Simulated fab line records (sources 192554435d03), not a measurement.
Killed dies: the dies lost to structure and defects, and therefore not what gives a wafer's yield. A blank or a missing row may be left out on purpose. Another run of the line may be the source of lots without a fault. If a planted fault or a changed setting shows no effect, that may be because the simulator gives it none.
Matching of chambers	flow n5-finfet	N5_BEOL_M15_DESCUM_33 on rie-diel-06: 4 sister chambers
The step chemistry O2, time 7.9 s. 8 wafers are shown with their chamber, then 7 later ones without.

## WAFERS WITH THEIR CHAMBER
wafer	chamber	drypump-motor-current-A (A)	throttle-valve-pct (%)
L077.4	1	6.4	20.8
L078.1	2	6.1	20.6
L078.3	1	6.5	20.8
L079.6	3	5.9	20.7
L084.1	2	6.1	20.6
L084.6	0	5.2	20.8
L085.2	3	6.0	20.4
L085.3	0	5.2	20.8

## WAFERS WITH NO CHAMBER GIVEN
wafer	drypump-motor-current-A (A)	throttle-valve-pct (%)
L085.4	6.5	20.9
L091.1	6.5	20.9
L091.2	6.0	20.5
L091.6	6.0	20.4
L097.2	6.1	20.7
L097.3	5.2	20.8
L097.6	6.1	20.7

## THE CHAMBER EACH PASSED THROUGH
wafer	from the rows above	in truth
L085.4	1	1
L091.1	1	1
L091.2	can't be placed: 3 or 2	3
L091.6	can't be placed: 3 or 2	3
L097.2	2	2
L097.3	0	0
L097.6	2	2
Placed correctly: 5 of 7. Not placeable from these rows: 2 (in 2, the candidates include the true chamber). 0 placed wrongly.
How it was worked out, from the rows above alone: a wafer's distance from a chamber is the root of the sum, over the readings, of the square of ((its reading less the chamber's mean) divided by the reading's scatter). If the next closest chamber is less than 2 further off than the closest, the wafer can't be placed; otherwise it belongs to the closest. Each chamber's mean is taken over the wafers shown for it. The scatter is the square root of a quotient: the sum, over the shown wafers, of each reading's squared deviation from its chamber's mean, divided by wafers minus chambers.
